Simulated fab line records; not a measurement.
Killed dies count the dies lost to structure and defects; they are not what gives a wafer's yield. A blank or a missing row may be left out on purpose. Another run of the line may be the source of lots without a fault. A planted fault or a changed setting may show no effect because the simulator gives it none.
Which tool is to blame? ; flow n5_finfet ; 72 wafers from 24 lots sampled at 5 of the route's 1938 steps

WHAT THE GAUGES READ, wafer by wafer
N5_BEOL_M9_THK_MEAS_53: measures by xrf.
lot;measured;on;M9_THK (nm)
L075;day 9 15:31;film_metro-02;139 135 135
L077;day 10 07:27;film_metro-02;133 133 134
L074;day 10 07:49;film_metro-01;136 135 142
L076;day 10 10:19;film_metro-01;133 139 143
L079;day 10 21:07;film_metro-01;136 135 134
L078;day 10 21:25;film_metro-01;138 138 136
L080;day 11 04:01;film_metro-01;141 136 141
L081;day 11 10:14;film_metro-01;138 138 138
L082;day 11 11:28;film_metro-01;136 139 140
L083;day 11 16:11;film_metro-01;140 139 139
L084;day 12 06:47;film_metro-02;138 136 138
L085;day 12 15:27;film_metro-02;141 144 143
L086;day 12 23:26;film_metro-01;144 142 143
L087;day 13 15:45;film_metro-01;133 139 135
L089;day 13 21:33;film_metro-01;139 137 139
L088;day 13 22:25;film_metro-01;140 138 138
L090;day 14 05:00;film_metro-02;135 141 134
L091;day 14 08:59;film_metro-01;142 136 137
L093;day 14 17:36;film_metro-01;144 142 143
L094;day 14 21:40;film_metro-01;137 143 136
L092;day 14 22:14;film_metro-02;141 143 138
L095;day 15 05:38;film_metro-02;145 139 139
L096;day 15 14:20;film_metro-02;143 141 144
L097;day 15 17:35;film_metro-02;137 138 146

N5_BEOL_M10_OVL_MEAS_29.
lot;measured;on;V9_OVL (nm)
L075;day 9 19:57;overlay-01;-1.1 -0.1 -0.4
L077;day 10 11:53;overlay-02;-0.8 -0.9 -0.4
L074;day 10 11:43;overlay-02;-0.7 -1.3 -1.0
L076;day 10 13:31;overlay-02;-0.8 0.3 -0.3
L079;day 11 00:25;overlay-02;0.3 -0.1 -0.6
L078;day 11 00:43;overlay-02;-1.2 -0.4 -1.6
L080;day 11 08:41;overlay-01;-0.3 -0.6 -0.9
L081;day 11 14:07;overlay-02;1.0 -0.1 -0.2
L082;day 11 14:17;overlay-01;-0.4 -1.1 -1.0
L083;day 11 20:08;overlay-01;-0.8 0.0 0.8
L084;day 12 12:53;overlay-02;-0.3 0.7 0.0
L085;day 12 19:59;overlay-02;-1.8 -1.0 -1.4
L086;day 13 02:22;overlay-02;-2.1 -1.7 -2.1
L087;day 13 20:52;overlay-02;-1.0 -0.9 -0.4
L089;day 14 02:23;overlay-02;0.2 0.7 -0.7
L088;day 14 02:32;overlay-01;-0.5 -0.6 0.1
L090;day 14 08:49;overlay-01;-0.3 -1.0 -2.1
L091;day 14 12:43;overlay-02;-1.1 1.1 -0.5
L093;day 14 23:11;overlay-02;-0.9 -0.8 -0.9
L094;day 15 01:17;overlay-02;-0.2 -0.4 0.6
L092;day 15 02:13;overlay-02;-1.5 -0.9 -1.0
L095;day 15 08:37;overlay-02;-0.1 0.0 0.3
L096;day 15 17:33;overlay-02;-0.9 0.3 0.1
L097;day 15 21:35;overlay-02;-0.4 -1.0 -1.0

WHICH TOOL RAN EACH LOT (tool, then ch and the chambers of the sampled wafers, then the start)
lot;N5_BEOL_M9_CMP_52;N5_BEOL_M10_CURE_71;N5_BEOL_M10_DESCUM_16
L075;cmp-02 ch 1,2,3, day 9 15:13;uv_cure-02 ch 2, day 9 15:56;rie_diel-05 ch 0,1, day 9 18:09
L077;cmp-02 ch 0,1,3, day 10 07:09;uv_cure-03 ch 1, day 10 07:43;rie_diel-02 ch 0,1,2, day 10 10:17
L074;cmp-04 ch 0,3, day 10 07:31;uv_cure-01 ch 1, day 10 08:11;rie_diel-05 ch 0,3, day 10 10:37
L076;cmp-04 ch 1,2,3, day 10 10:01;uv_cure-01 ch 0, day 10 10:35;rie_diel-02 ch 0,2,3, day 10 12:32
L079;cmp-02 ch 1,2,3, day 10 20:54;uv_cure-02 ch 2, day 10 21:34;rie_diel-02 ch 2,3, day 10 23:08
L078;cmp-01 ch 0,1,2, day 10 21:11;uv_cure-03 ch 2, day 10 21:55;rie_diel-05 ch 0,3, day 10 23:49
L080;cmp-02 ch 0,1, day 11 03:44;uv_cure-02 ch 0, day 11 04:28;rie_diel-02 ch 1,2,3, day 11 06:28
L081;cmp-04 ch 0,1,2, day 11 09:59;uv_cure-02 ch 1, day 11 10:41;rie_diel-02 ch 1,2,3, day 11 12:10
L082;cmp-04 ch 0,3, day 11 11:10;uv_cure-03 ch 1, day 11 11:50;rie_diel-05 ch 0,1,3, day 11 13:11
L083;cmp-01 ch 2,3, day 11 15:53;uv_cure-01 ch 0, day 11 16:39;rie_diel-06 ch 0,1,3, day 11 19:12
L084;cmp-01 ch 0,1, day 12 06:30;uv_cure-03 ch 2, day 12 07:25;rie_diel-05 ch 1,2,3, day 12 09:39
L085;cmp-04 ch 0,1,2, day 12 15:09;uv_cure-01 ch 2, day 12 15:44;rie_diel-06 ch 0,1,3, day 12 17:51
L086;cmp-04 ch 0,1,3, day 12 23:08;uv_cure-02 ch 0, day 12 23:49;rie_diel-06 ch 0,3, day 13 01:24
L087;cmp-04 ch 0,1, day 13 15:29;uv_cure-03 ch 1, day 13 16:02;rie_diel-05 ch 0,1,3, day 13 19:58
L089;cmp-04 ch 0,2, day 13 21:17;uv_cure-03 ch 1, day 13 22:04;rie_diel-02 ch 0,3, day 14 00:02
L088;cmp-02 ch 0,1, day 13 22:07;uv_cure-03 ch 2, day 13 22:46;rie_diel-02 ch 1,2, day 14 00:17
L090;cmp-01 ch 0,2,3, day 14 04:47;uv_cure-02 ch 1, day 14 05:21;rie_diel-02 ch 1,2, day 14 07:57
L091;cmp-01 ch 1,2,3, day 14 08:48;uv_cure-02 ch 2, day 14 09:20;rie_diel-05 ch 1,2, day 14 11:45
L093;cmp-04 ch 0,1,2, day 14 17:23;uv_cure-02 ch 0, day 14 17:53;rie_diel-06 ch 0,1,2, day 14 20:09
L094;cmp-04 ch 1,3, day 14 21:24;uv_cure-01 ch 2, day 14 21:56;rie_diel-02 ch 0,3, day 15 00:20
L092;cmp-04 ch 2,3, day 14 21:59;uv_cure-02 ch 2, day 14 22:55;rie_diel-02 ch 0,1,2, day 15 01:15
L095;cmp-02 ch 1,2,3, day 15 05:23;uv_cure-01 ch 2, day 15 05:55;rie_diel-05 ch 0,1,2, day 15 07:13
L096;cmp-01 ch 0,1, day 15 14:02;uv_cure-02 ch 2, day 15 14:48;rie_diel-05 ch 2,3, day 15 16:35
L097;cmp-04 ch 1,2,3, day 15 17:22;uv_cure-02 ch 1, day 15 17:58;rie_diel-06 ch 0,3, day 15 19:25
- N5_BEOL_M9_CMP_52: polishes, stops on SiCOH lowk, t overpolish 7 s, target thk 140 nm.
- N5_BEOL_M10_CURE_71: cures SiCOH lowk, time 240 s.
- N5_BEOL_M10_DESCUM_16: chemistry O2, time 7.9 s.

AS READ BY THE TOOLS THEMSELVES (means over the sampled wafers that have a number; for cases with no such wafer, the mark the record gives instead)
N5_BEOL_M9_CMP_52.
lot;tool;barrier_field_endpoint_s (s);clearing_platen_down_force_psi (psi);motor_current_A (A);overpolish_run_s (s);time_to_endpoint_s (s)
L075;cmp-02;29.3;1.501;6.3;7.005;67
L077;cmp-02;29.3;1.500;6.2;7.000;69
L074;cmp-04;29.1;1.499;6.0;7.002;69
L076;cmp-04;28.6;1.503;5.6;6.992;62
L079;cmp-02;29.2;1.504;6.1;7.000;65
L078;cmp-01;28.8;1.502;5.7;6.998;69
L080;cmp-02;27.9;1.498;6.0;7.003;61
L081;cmp-04;28.1;1.499;5.9;7.004;64
L082;cmp-04;28.2;1.502;6.1;6.997;65
L083;cmp-01;29.4;1.498;6.3;6.995;70
L084;cmp-01;29.7;1.501;5.4;7.000;66
L085;cmp-04;27.7;1.497;5.9;6.994;63
L086;cmp-04;29.9;1.500;6.1;7.003;69
L087;cmp-04;30.1;1.499;6.2;7.003;65
L089;cmp-04;28.0;1.500;5.7;6.995;62
L088;cmp-02;28.9;1.502;5.9;7.000;65
L090;cmp-01;28.8;1.502;6.1;6.996;68
L091;cmp-01;29.1;1.496;6.2;6.998;69
L093;cmp-04;28.2;1.504;5.8;7.006;64
L094;cmp-04;28.8;1.501;5.8;6.991;65
L092;cmp-04;29.5;1.500;5.7;7.000;67
L095;cmp-02;29.2;1.501;6.1;7.002;66
L096;cmp-01;28.4;1.504;5.6;7.003;66
L097;cmp-04;29.2;1.501;5.9;7.003;65

N5_BEOL_M10_CURE_71.
lot;tool;lamp_power_pct (%);wafer_temp_C_max
L075;uv_cure-02;52.36;386.4
L077;uv_cure-03;52.28;386.9
L074;uv_cure-01;52.29;386.3
L076;uv_cure-01;52.31;387.2
L079;uv_cure-02;52.34;386.1
L078;uv_cure-03;52.34;386.9
L080;uv_cure-02;52.35;386.0
L081;uv_cure-02;52.34;386.1
L082;uv_cure-03;52.33;386.9
L083;uv_cure-01;52.33;387.7
L084;uv_cure-03;52.30;386.8
L085;uv_cure-01;52.31;387.8
L086;uv_cure-02;52.36;386.2
L087;uv_cure-03;52.29;387.0
L089;uv_cure-03;52.32;386.9
L088;uv_cure-03;52.29;387.4
L090;uv_cure-02;52.35;386.1
L091;uv_cure-02;52.28;385.9
L093;uv_cure-02;52.32;385.7
L094;uv_cure-01;52.27;387.3
L092;uv_cure-02;52.33;386.1
L095;uv_cure-01;52.32;387.5
L096;uv_cure-02;52.26;386.4
L097;uv_cure-02;52.29;386.0

N5_BEOL_M10_DESCUM_16.
lot;tool;chamber_pressure_mTorr (mTorr);drypump_motor_current_A (A);oes_product_au (a.u.);rf_vpp_V (V);showerhead_plenum_p_Torr (Torr);throttle_valve_pct (%)
L075;rie_diel-05;20.010;5.0;0.87;242.1;2.04;19.92
L077;rie_diel-02;19.982;5.7;0.79;243.6;2.14;20.26
L074;rie_diel-05;19.987;5.4;0.90;241.7;2.05;20.13
L076;rie_diel-02;19.968;5.6;0.82;243.5;2.12;20.14
L079;rie_diel-02;19.993;5.7;0.80;243.9;2.14;20.15
L078;rie_diel-05;20.004;5.3;0.84;242.0;2.03;20.16
L080;rie_diel-02;20.001;5.7;0.77;243.9;2.16;20.28
L081;rie_diel-02;19.997;5.7;0.77;243.6;2.16;20.29
L082;rie_diel-05;19.988;5.1;0.85;242.7;2.04;20.05
L083;rie_diel-06;20.004;5.6;0.83;244.7;2.15;20.35
L084;rie_diel-05;20.005;5.3;0.82;242.7;2.06;20.11
L085;rie_diel-06;19.983;5.6;0.82;243.1;2.15;20.36
L086;rie_diel-06;20.016;6.1;0.74;244.9;2.18;20.64
L087;rie_diel-05;20.010;5.2;0.83;242.3;2.04;20.08
L089;rie_diel-02;20.009;5.8;0.76;242.5;2.06;20.19
L088;rie_diel-02;19.997;5.5;0.86;244.1;2.20;20.22
L090;rie_diel-02;19.979;5.8;0.88;243.8;2.17;20.26
L091;rie_diel-05;19.999;5.4;0.77;242.7;2.07;20.23
L093;rie_diel-06;19.996;5.5;0.88;243.8;2.16;20.37
L094;rie_diel-02;20.014;5.8;0.75;242.8;2.06;20.19
L092;rie_diel-02;20.004;5.7;0.82;244.1;2.13;20.23
L095;rie_diel-05;19.993;5.2;0.76;242.1;2.04;20.16
L096;rie_diel-05;19.991;5.5;0.77;243.2;2.07;20.33
L097;rie_diel-06;19.999;6.1;0.92;244.8;2.18;20.40

THE ANSWER, worked out from the rows above alone
Rule: what is usual is taken from the lots themselves. Put in order of their means at a reading, lots are off if they are a third of the lots or fewer, leave a main group of 4 or more, and stand apart from it by a gap of 3 or more times the standard deviation of the main group's means; of several such gaps the widest counts. A main group is skipped when, at the precision printed for the reading in the tables above, its means are all equal. Also off: a lot with no number at a reading for which 4 or more lots have one. Where the step has rows for the other lots, those lots are counted as sound. First the gauges in route order, then the tools' own readings, where a lot's mean is used as printed above. At the first step where some lot is off, the reading lying furthest off is the one used; lots without a number count as furthest.
No lot is off on any of the readings shown, so nothing can be concluded from this.

WHAT THE SIMULATOR PUT IN
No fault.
